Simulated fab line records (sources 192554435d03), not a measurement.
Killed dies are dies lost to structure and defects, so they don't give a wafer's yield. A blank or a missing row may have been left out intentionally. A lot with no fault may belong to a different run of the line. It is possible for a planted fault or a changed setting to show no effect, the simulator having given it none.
Split-lot trial || flow n5-finfet || 21 wafers read from 7 lots, route of 1938 steps

== ON THE SPLIT ==
At N5_BEOL_M15_COAT_60 (time 60 s, resist thk 89 nm), the setting spin-rpm was moved away from the recipe's 1500 rpm on 6 of the 21 wafers read, by -6.7% to +9.7%. This setting was run at the recipe's value on the other wafers.

No step appears in the file between the split and the reading.

== THE READING ==
etch.depth-nm (the simulator's own value, which no gauge read), in nm, at N5_BEOL_M15_ETCH_61 (etches BARC in N2/H2, target depth 89 nm, overetch 26.7 nm, time 67.9 s). There is no usual value for it anywhere in the file. Across the 15 wafers here that went through the recipe, the average is 89.16 nm and the standard deviation 0.22 nm.

{"wafer": "L074.1", "tool, chamber at the split": "litho-track-01, 0", "spin-rpm as run, rpm": 1451, "against the recipe": "-3.3%", "etch.depth-nm, nm": 90.62, "against lot-mates on the recipe": "+1.65"}
{"wafer": "L074.4", "tool, chamber at the split": "litho-track-01, 0", "spin-rpm as run, rpm": 1500, "against the recipe": "recipe", "etch.depth-nm, nm": 89.01, "against lot-mates on the recipe": "-"}
{"wafer": "L074.5", "tool, chamber at the split": "litho-track-01, 0", "spin-rpm as run, rpm": 1500, "against the recipe": "recipe", "etch.depth-nm, nm": 88.93, "against lot-mates on the recipe": "-"}
{"wafer": "L080.2", "tool, chamber at the split": "litho-track-01, 0", "spin-rpm as run, rpm": 1500, "against the recipe": "recipe", "etch.depth-nm, nm": 89.18, "against lot-mates on the recipe": "-"}
{"wafer": "L080.4", "tool, chamber at the split": "litho-track-01, 0", "spin-rpm as run, rpm": 1500, "against the recipe": "recipe", "etch.depth-nm, nm": 89.19, "against lot-mates on the recipe": "-"}
{"wafer": "L080.5", "tool, chamber at the split": "litho-track-01, 0", "spin-rpm as run, rpm": 1545, "against the recipe": "+3.0%", "etch.depth-nm, nm": 87.56, "against lot-mates on the recipe": -1.62}
{"wafer": "L081.2", "tool, chamber at the split": "litho-track-01, 0", "spin-rpm as run, rpm": 1645, "against the recipe": "+9.7%", "etch.depth-nm, nm": 85.35, "against lot-mates on the recipe": -3.74}
{"wafer": "L081.5", "tool, chamber at the split": "litho-track-01, 0", "spin-rpm as run, rpm": 1500, "against the recipe": "recipe", "etch.depth-nm, nm": 89.22, "against lot-mates on the recipe": "-"}
{"wafer": "L081.6", "tool, chamber at the split": "litho-track-01, 0", "spin-rpm as run, rpm": 1500, "against the recipe": "recipe", "etch.depth-nm, nm": 88.96, "against lot-mates on the recipe": "-"}
{"wafer": "L085.3", "tool, chamber at the split": "litho-track-03, 0", "spin-rpm as run, rpm": 1400, "against the recipe": "-6.7%", "etch.depth-nm, nm": 92.09, "against lot-mates on the recipe": "+3.05"}
{"wafer": "L085.4", "tool, chamber at the split": "litho-track-03, 0", "spin-rpm as run, rpm": 1400, "against the recipe": "-6.7%", "etch.depth-nm, nm": 92.04, "against lot-mates on the recipe": "+3.00"}
{"wafer": "L085.6", "tool, chamber at the split": "litho-track-03, 0", "spin-rpm as run, rpm": 1500, "against the recipe": "recipe", "etch.depth-nm, nm": 89.04, "against lot-mates on the recipe": "-"}
{"wafer": "L087.1", "tool, chamber at the split": "litho-track-02, 0", "spin-rpm as run, rpm": 1500, "against the recipe": "recipe", "etch.depth-nm, nm": 89.27, "against lot-mates on the recipe": "-"}
{"wafer": "L087.2", "tool, chamber at the split": "litho-track-02, 0", "spin-rpm as run, rpm": 1500, "against the recipe": "recipe", "etch.depth-nm, nm": 89.31, "against lot-mates on the recipe": "-"}
{"wafer": "L087.4", "tool, chamber at the split": "litho-track-02, 0", "spin-rpm as run, rpm": 1500, "against the recipe": "recipe", "etch.depth-nm, nm": 89.36, "against lot-mates on the recipe": "-"}
{"wafer": "L091.1", "tool, chamber at the split": "litho-track-03, 0", "spin-rpm as run, rpm": 1500, "against the recipe": "recipe", "etch.depth-nm, nm": 88.94, "against lot-mates on the recipe": "-"}
{"wafer": "L091.2", "tool, chamber at the split": "litho-track-03, 0", "spin-rpm as run, rpm": 1500, "against the recipe": "recipe", "etch.depth-nm, nm": 89.07, "against lot-mates on the recipe": "-"}
{"wafer": "L091.6", "tool, chamber at the split": "litho-track-03, 0", "spin-rpm as run, rpm": 1500, "against the recipe": "recipe", "etch.depth-nm, nm": 88.79, "against lot-mates on the recipe": "-"}
{"wafer": "L095.2", "tool, chamber at the split": "litho-track-01, 0", "spin-rpm as run, rpm": 1500, "against the recipe": "recipe", "etch.depth-nm, nm": 89.6, "against lot-mates on the recipe": "-"}
{"wafer": "L095.3", "tool, chamber at the split": "litho-track-01, 0", "spin-rpm as run, rpm": 1500, "against the recipe": "recipe", "etch.depth-nm, nm": 89.5, "against lot-mates on the recipe": "-"}
{"wafer": "L095.6", "tool, chamber at the split": "litho-track-01, 0", "spin-rpm as run, rpm": 1622, "against the recipe": "+8.1%", "etch.depth-nm, nm": 85.97, "against lot-mates on the recipe": -3.58}

THE FIT
A straight line over all 21 wafers: etch.depth-nm changes by -0.415 nm for each +1% of spin-rpm; r = -0.99; the points scatter about the line by 0.22 nm.
The same after taking each lot's own level away (the mean of its wafers on the recipe; 21 wafers): -0.433 nm for each +1%; r = -1.00; scatter 0.16 nm.
According to that fit, moving spin-rpm by its largest amount changes the reading by 4.2 nm.
From 88.933 to 89.550 nm: that is the span of the lots' own levels, equal to 2.8 times the standard deviation above.
Consequently the slope shifts little with the lot-to-lot level, the two slopes agreeing.
Check: for one of the wafers moved furthest among these (+9.7%), held out of the fit, the line's prediction against its lot-mates is -4.41 nm. It came out at -3.74 nm against them.

== OTHER SPLITS APPLIED TO THESE WAFERS ==
Other splits were also applied to these wafers ahead of the reading. Each is held against what the fit with the lots' levels taken away leaves over:
{"other split on the same wafers": "N5_BEOL_M13_COAT_65 spin-rpm", "wafers away from the commonest value": 6, "r with etch.depth-nm (lot level and that fit taken away)": "+0.30"}
{"other split on the same wafers": "N5_BEOL_M14_TRENCH_ETCH_34 time-s", "wafers away from the commonest value": 7, "r with etch.depth-nm (lot level and that fit taken away)": "+0.19"}
{"other split on the same wafers": "N5_BEOL_M14_SPUTTER_45 power-w", "wafers away from the commonest value": 6, "r with etch.depth-nm (lot level and that fit taken away)": "+0.10"}

== THE WHOLE CHAIN: every reading that the file lists as answering this split, in the file's order ==
{"step": "N5_BEOL_M15_COAT_60", "what it does": "time 60 s, resist thk 89 nm", "reading": "BARC_of_BEOL_M15_COAT_60.thk-nm (the simulator's own value, which no gauge read)", "change (the file's fit)": "-0.425 nm for each +1% of the setting", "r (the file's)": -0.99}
{"step": "N5_BEOL_M15_ETCH_61", "what it does": "etches BARC in N2/H2, target depth 89 nm, overetch 26.7 nm, time 67.9 s", "reading": "etch.depth-nm (the simulator's own value, which no gauge read)", "change (the file's fit)": "-0.428 nm for each +1% of the setting", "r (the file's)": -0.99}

== FILE'S OWN FIT ==
etch.depth-nm changes by -0.428 nm for each +1% of spin-rpm, r = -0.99.
